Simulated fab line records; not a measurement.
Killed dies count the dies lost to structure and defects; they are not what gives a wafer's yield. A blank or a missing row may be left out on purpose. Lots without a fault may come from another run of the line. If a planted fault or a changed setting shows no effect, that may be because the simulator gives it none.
Matching of chambers	flow nand harc	cmp-02 running NHARC_P_BONDPAD_CMP_32: 4 sister chambers
The step polishes SiCN, target thk 200 nm. 4 wafers are shown with their chamber, then 10 later ones without.

== EACH WAFER AND ITS CHAMBER ==
wafer	chamber	motor current A (A)
L085.6	2	12.9
L089.6	0	14.2
L090.4	3	13.1
L090.5	1	14.0

== WAFERS WITHOUT THEIR CHAMBER ==
wafer	motor current A (A)
L090.6	12.1
L091.1	12.8
L091.3	12.8
L091.5	12.2
L092.1	15.2
L092.4	13.6
L092.5	13.1
L095.4	14.4
L095.5	15.0
L095.6	13.7

== WHICH CHAMBER EACH ONE RAN IN ==
wafer	from the rows above	in truth
L090.6	can't be placed: 2 or 3 or 1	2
L091.1	can't be placed: 2 or 3 or 1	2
L091.3	can't be placed: 2 or 3 or 1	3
L091.5	can't be placed: 2 or 3 or 1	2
L092.1	can't be placed: 0 or 1 or 3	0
L092.4	can't be placed: 1 or 3 or 0 or 2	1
L092.5	can't be placed: 3 or 2 or 1 or 0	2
L095.4	can't be placed: 0 or 1 or 3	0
L095.5	can't be placed: 0 or 1 or 3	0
L095.6	can't be placed: 1 or 0 or 3 or 2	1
Correct placement for 0 of the 10. Can't be placed from these rows: 10 (the true chamber is among the candidates in 10). Wrongly placed: 0.
How it was worked out, from the rows above alone: a wafer's distance from a chamber is the root of the sum, over the readings, of the square of ((its reading less the chamber's mean) divided by the reading's scatter). The wafer belongs to the nearest chamber; if the next one is less than 2 further off, it can't be placed. Each chamber's mean is taken over the wafers shown for it. The scatter: with one shown wafer a chamber, the root of the mean of the squares of how far each hidden wafer lies from its nearest shown one.
